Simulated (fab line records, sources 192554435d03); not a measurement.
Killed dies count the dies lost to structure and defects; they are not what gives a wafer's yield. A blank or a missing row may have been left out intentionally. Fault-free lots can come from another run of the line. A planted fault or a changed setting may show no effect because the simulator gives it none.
Split-lot trial | flow n5_finfet | on a route of 1938 steps: 7 lots, 39 wafers read

== ABOUT THE SPLIT ==
At N5_GATE_CUT_HM_DEP_46 (deposits SiO2 from TEOS/O2, target thk 130 nm, time 26.6 s), the setting target_thk_a was moved away from the recipe's 1300 angstrom on 18 of the 39 wafers read, by -9.0% to +11.5%. The other wafers ran this setting at the recipe's value.

== FROM THE SPLIT TO THE READING: what the file shows between them, 9 steps ==
- N5_GATE_CUT_COAT_34: time 60 s, resist thk 60 nm
- N5_GATE_CUT_COAT_35: time 60 s, resist thk 10 nm
- N5_GATE_CUT_STRIP_38: strips in N2/H2
- N5_GATE_CUT_STRIP_39: strips in N2/H2
- N5_GATE_CUT_HM_OPEN_40: chemistry C4F6/O2, target SiO2, target depth 139 nm, time 85.1 s
- N5_GATE_CUT_STRIP_41: strips in CF4
- N5_GATE_CUT_STRIP_42: strips in O2
- N5_GATE_CUT_ALD_22: deposits SiNx, target thk 16 nm, pulse time 1 s, ald cycles 320
- N5_GATE_CUT_CMP_23: polishes, stops on SiO2, t overpolish 23.4 s, target thk 16 nm

== THE READING ==
At N5_GATE_CUT_THK_MEAS_24: GC_FILL_THK, given in nm. Typical for fault-free wafers on this fab line: 220.8 nm, with standard deviation 1.8 nm.

wafer  | tool, chamber at the split | target_thk_a as run, angstrom | against the recipe | GC_FILL_THK, nm | against lot-mates on the recipe
L076.1 | pecvd-01, 2                | 1300                          | recipe             | 217.7           | -
L076.2 | pecvd-01, 1                | 1300                          | recipe             | 221.1           | -
L076.3 | pecvd-01, 0                | 1360                          | +4.6%              | 227.2           | +6.2
L076.4 | pecvd-01, 1                | 1300                          | recipe             | 224.3           | -
L076.5 | pecvd-01, 0                | 1360                          | +4.6%              | 226.6           | +5.6
L076.6 | pecvd-01, 2                | 1360                          | +4.6%              | 229.3           | +8.3
L077.1 | pecvd-01, 0                | 1300                          | recipe             | 218.9           | -
L077.2 | pecvd-01, 2,1              | 1183                          | -9.0%              | 207.5           | -13.6
L077.3 | pecvd-01, 2,1              | 1183                          | -9.0%              | 208.4           | -12.7
L077.4 | pecvd-01, 1                | 1300                          | recipe             | 222.4           | -
L077.5 | pecvd-01, 0                | 1300                          | recipe             | 222.1           | -
L077.6 | pecvd-01, 2                | 1183                          | -9.0%              | 210.0           | -11.1
L084.1 | pecvd-03, 2                | 1300                          | recipe             | 219.1           | -
L084.2 | pecvd-03, 1                | 1300                          | recipe             | 220.9           | -
L084.6 | pecvd-03, 2                | 1300                          | recipe             | 218.6           | -
L087.1 | pecvd-02, 0                | 1300                          | recipe             | 221.2           | -
L087.2 | pecvd-02, 1                | 1449                          | +11.5%             | 235.2           | +12.4
L087.3 | pecvd-02, 2                | 1449                          | +11.5%             | 233.9           | +11.1
L087.4 | pecvd-02, 1                | 1449                          | +11.5%             | 235.9           | +13.1
L087.5 | pecvd-02, 0                | 1300                          | recipe             | 224.0           | -
L087.6 | pecvd-02, 2                | 1300                          | recipe             | 223.3           | -
L090.1 | pecvd-02, 0                | 1215                          | -6.5%              | 213.1           | -10.5
L090.2 | pecvd-02, 2                | 1300                          | recipe             | 221.4           | -
L090.3 | pecvd-02, 1                | 1215                          | -6.5%              | 215.3           | -8.3
L090.4 | pecvd-02, 0                | 1300                          | recipe             | 224.8           | -
L090.5 | pecvd-02, 1                | 1300                          | recipe             | 224.7           | -
L090.6 | pecvd-02, 2                | 1215                          | -6.5%              | 215.4           | -8.2
L094.1 | pecvd-02, 1                | 1300                          | recipe             | 221.5           | -
L094.2 | pecvd-02, 0                | 1224                          | -5.8%              | 216.5           | -5.6
L094.3 | pecvd-02, 2                | 1224                          | -5.8%              | 214.5           | -7.6
L094.4 | pecvd-02, 1                | 1300                          | recipe             | 222.6           | -
L094.5 | pecvd-02, 2                | 1300                          | recipe             | 222.2           | -
L094.6 | pecvd-02, 0                | 1224                          | -5.8%              | 214.9           | -7.2
L096.1 | pecvd-01, 0                | 1300                          | recipe             | 217.9           | -
L096.2 | pecvd-01, 1                | 1448                          | +11.4%             | 232.3           | +12.3
L096.3 | pecvd-01, 1                | 1448                          | +11.4%             | 234.0           | +14.0
L096.4 | pecvd-01, 0                | 1300                          | recipe             | 220.5           | -
L096.5 | pecvd-01, 1                | 1448                          | +11.4%             | 235.7           | +15.7
L096.6 | pecvd-01, 0                | 1300                          | recipe             | 221.5           | -
If several chambers appear in one row, that row covers several wafers at once and the file leaves open which wafer was in which chamber.

FIT RESULTS
A straight line over all 39 wafers: GC_FILL_THK changes by +1.19 nm for each +1% of target_thk_a; r = +0.97; the points scatter about the line by 1.9 nm.
The same after taking each lot's own level away (the mean of its wafers on the recipe; 39 wafers): +1.23 nm for each +1%; r = +0.98; scatter 1.6 nm.
Per that fit: largest target_thk_a move, reading shift of 14 nm.
Measured against the standard deviation above, the lots' own levels, which go from 219.53 to 223.63 nm, span 2.3 times it.
The two slopes are in agreement: the lot-to-lot level therefore moves the slope only a little.
Check: with one of the wafers moved furthest among these (+11.5%) left out of the fit, the line predicts +14.1 nm for it against its lot-mates. Against them it came out at +12.4 nm.

== THE OTHER SPLITS THESE WAFERS WENT THROUGH ==
Before the reading, these wafers also passed through other splits. Each is held against what the fit with the lots' levels taken away leaves over:
other split on the same wafers     | wafers away from the commonest value | r with GC_FILL_THK (lot level and that fit taken away)
N5_FIN_SAQP_ETCH_52 source_w       | 15                                   | +0.18
N5_SD_EPI_P_ETCH_16 target_depth_a | 18                                   | +0.00
N5_SD_ACTIVATION_LSA_01 temp_c     | 15                                   | +0.06
N5_HKMG_FIN_ETCH_67 target_depth_a | 15                                   | -0.11

== THE WHOLE CHAIN: every reading that the file lists as answering this split, in the file's order ==
step                    | what it does                                                     | reading                                                                            | change (the file's fit)                | r (the file's)
N5_GATE_CUT_HM_DEP_46   | deposits SiO2 from TEOS/O2, target thk 130 nm, time 26.6 s       | SiO2_of_GATE_CUT_HM_DEP_46.thk_nm (the simulator's own value, which no gauge read) | +1.26 nm for each +1% of the setting   | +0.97
N5_GATE_CUT_HM_OPEN_40  | chemistry C4F6/O2, target SiO2, target depth 139 nm, time 85.1 s | etch_rf_on_time_s                                                                  | withheld for each +1% of the setting   | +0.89
N5_GATE_CUT_HM_OPEN_40  | chemistry C4F6/O2, target SiO2, target depth 139 nm, time 85.1 s | etch.depth_nm (the simulator's own value, which no gauge read)                     | +1.26 nm for each +1% of the setting   | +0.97
N5_GATE_CUT_HM_OPEN_40  | chemistry C4F6/O2, target SiO2, target depth 139 nm, time 85.1 s | SOC_of_GATE_CUT_COAT_34.thk_nm (the simulator's own value, which no gauge read)    | -0.261 nm for each +1% of the setting  | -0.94
N5_GATE_CUT_THK_MEAS_24 |                                                                  | GC_FILL_THK                                                                        | +1.23 for each +1% of the setting      | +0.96
N5_GATE_CUT_CMP_43      | polishes SiO2                                                    | SiO2_of_GATE_CUT_HM_DEP_46.thk_nm (the simulator's own value, which no gauge read) | +0.0631 nm for each +1% of the setting | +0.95

== THE FILE'S OWN FIT ==
GC_FILL_THK changes by +1.23 nm for each +1% of target_thk_a, r = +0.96.
